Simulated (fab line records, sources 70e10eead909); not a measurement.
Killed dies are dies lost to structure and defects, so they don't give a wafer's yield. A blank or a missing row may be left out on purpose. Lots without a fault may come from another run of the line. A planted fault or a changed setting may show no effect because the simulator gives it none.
A struck lot beside a sound one | flow nand_harc | 14 steps out of a route of 1302
Sound: wafers L225.1, L225.2, L225.5. Struck: wafer L238.4. (L238.2, L238.3 of the same lot were not struck and are left out.) The cause comes at the end.
At each step with rows: each side's tool, then ch and its chambers, then its first start. Under that, the readings that differ: sound wafers | struck wafers | difference of the means | sigmas: that difference in standard deviations of wafers without a fault.
alike: readings whose means differ by less than 2 such deviations, and words and numbers that are the same on both sides. not compared: withheld readings, readings that some wafer has no value for, bounds like >300 that may hide the same value, and numbers for which the record gives no deviation and whose values overlap.
The two part at a step that has a row with sigmas, a row that says differs or no value, or rows on one side only. Numbers that don't overlap but have no deviation are shown without sigmas and don't part them. A reading that every wafer of one side lacks parts them only if that side has two wafers or more.

NHARC_A_CHANNEL_FILL_D2_ALD_16: deposits SiO2, target thk 1.5 nm, pulse time 10 s, ald cycles 15.
  sound on ald_hk-04 ch 0,2, day 15 06:22; struck on ald_hk-02 ch 1, day 20 23:28
  alike: heater_power_w, precursor_pulse_height_rel
then, 2 steps without rows for these wafers: NHARC_A_CHANNEL_FILL_D2_ANNEAL_17 (time 1800 s); NHARC_A_CHANNEL_FILL_D2_CVD_18 (deposits poly-Si, target thk 3 nm).
NHARC_A_CHANNEL_FILL_D2_ETCHBACK_19: etches the open film in HBr/Cl2, target depth 5 nm, time 1.7 s.
  sound on rie_si-06 ch 0,1, day 15 18:22; struck on rie_si-05 ch 2, day 21 11:29
  reading                     | sound       | struck | difference | sigmas
  drypump_motor_current_A (A) | 6.4 5.6 6.4 | 5.0    | -1.1       | -2
  alike: he_backside_leak_sccm, oes_product_au, throttle_valve_pct
  not compared: rf_hours_counter_h
NHARC_A_CHANNEL_FILL_D2_ETCHBACK_20: etches the open film in C4F8/O2/Ar, target depth 27 nm, time 13.5 s.
  sound on rie_diel-03 ch 1,3, day 15 18:29; struck on rie_diel-01 ch 2, day 21 11:41
  alike: oes_product_au, rf_vpp_V, run_length_s
  not compared: rf_hours_counter_h
NHARC_A_CHANNEL_FILL_D2_STRIP_28: strips in O2, time 20 s.
  sound on rie_diel-03 ch 0,1, day 15 18:35; struck on rie_diel-01 ch 3, day 21 11:46
  reading               | sound             | struck | difference | sigmas
  oes_product_au (a.u.) | 0.985 1.000 1.005 | 1.022  | +0.025     | +3
  alike: drypump_motor_current_A, rf_vpp_V, showerhead_plenum_p_Torr, throttle_valve_pct
  not compared: rf_hours_counter_h
then, 4 steps without rows for these wafers: NHARC_A_CHANNEL_FILL_D2_PRECLEAN_21 (cleans in dHF, time 30 s); NHARC_A_CHANNEL_FILL_D2_SRD_23; NHARC_A_CHANNEL_FILL_D2_CVD_05 (deposits poly-Si, target thk 5 nm); NHARC_A_CHANNEL_FILL_D2_ANNEAL_22 (time 7200 s).
NHARC_A_CHANNEL_FILL_D2_THK_MEAS_06: measures by ellipsometry.
  sound on film_metro-01, day 16 05:55; struck on film_metro-02, day 21 22:59
  alike: thk_nm
then, 1 step without rows for these wafers: NHARC_A_CHANNEL_FILL_D2_ALD_25 (deposits SiOx, target thk 60 nm, pulse time 10 s, ald cycles 600).
NHARC_A_CHANNEL_FILL_D2_ETCHBACK_08: etches the open film in C4F8, target depth 220 nm, time 110 s.
  sound on rie_diel-03 ch 0,1,3, day 16 11:31; struck on rie_diel-03 ch 1, day 22 04:31
  reading          | sound             | struck | difference | sigmas
  run_length_s (s) | 131.5 132.4 130.5 | 202.7  | +71.2      | +99 or more
  alike: oes_product_au, rf_vpp_V
  not compared: rf_hours_counter_h
NHARC_A_CHANNEL_FILL_D2_STRIP_29: strips in O2, time 20 s.
  sound on rie_diel-03 ch 0,2; struck on rie_diel-03 ch 0
  alike: drypump_motor_current_A, oes_product_au, rf_vpp_V, showerhead_plenum_p_Torr, throttle_valve_pct
  not compared: rf_hours_counter_h

WHERE THEY PART
First at NHARC_A_CHANNEL_FILL_D2_ETCHBACK_19; last, within this record, at NHARC_A_CHANNEL_FILL_D2_ETCHBACK_08. Later steps at which nothing parts them and some readings are alike: NHARC_A_CHANNEL_FILL_D2_STRIP_29.

WHY: what the simulator had put in
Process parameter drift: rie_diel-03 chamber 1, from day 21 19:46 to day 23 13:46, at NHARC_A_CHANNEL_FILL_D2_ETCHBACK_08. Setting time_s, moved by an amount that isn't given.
